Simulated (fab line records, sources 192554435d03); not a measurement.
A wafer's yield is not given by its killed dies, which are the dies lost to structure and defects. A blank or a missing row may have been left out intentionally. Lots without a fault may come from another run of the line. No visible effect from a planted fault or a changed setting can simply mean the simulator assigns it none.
Chamber matching | flow n5 finfet | 3 sister chambers for N5_BEOL_M5_PRE_CLEAN_77 on cvd co-02
The step time 15 s. 6 wafers are shown with their chamber, then 12 later ones without.

WAFERS, EACH WITH ITS CHAMBER
wafer  | chamber | heater power w (W)
L082.1 | 1       | 82
L082.3 | 2       | 74
L082.4 | 0       | 108
L088.1 | 1       | 82
L088.2 | 2       | 72
L088.5 | 0       | 110

WAFERS WITH NO CHAMBER GIVEN
wafer  | heater power w (W)
L090.4 | 108
L090.5 | 72
L090.6 | 83
L094.2 | 113
L094.3 | 70
L094.4 | 111
L093.1 | 114
L093.4 | 110
L093.5 | 83
L097.2 | 71
L097.4 | 74
L097.5 | 75

WHICH CHAMBER EACH WENT THROUGH
wafer  | from the rows above | in truth
L090.4 | 0                   | 0
L090.5 | 2                   | 2
L090.6 | 1                   | 1
L094.2 | 0                   | 0
L094.3 | 2                   | 2
L094.4 | 0                   | 0
L093.1 | 0                   | 0
L093.4 | 0                   | 0
L093.5 | 1                   | 1
L097.2 | 2                   | 2
L097.4 | 2                   | 2
L097.5 | 2                   | 2
12 of 12 placed correctly. From these rows, 0 cannot be placed. Wrongly placed: 0.
How it was worked out, from the rows above alone: a wafer's distance from a chamber is the root of the sum, over the readings, of the square of ((its reading less the chamber's mean) divided by the reading's scatter). The wafer belongs to the nearest chamber; if the next one is less than 2 further off, it can't be placed. A chamber's mean is the mean of its shown wafers. How the scatter is found: for the shown wafers, subtract from each reading the mean of its chamber, square and add these, divide the total by (wafers less chambers), then take the root.
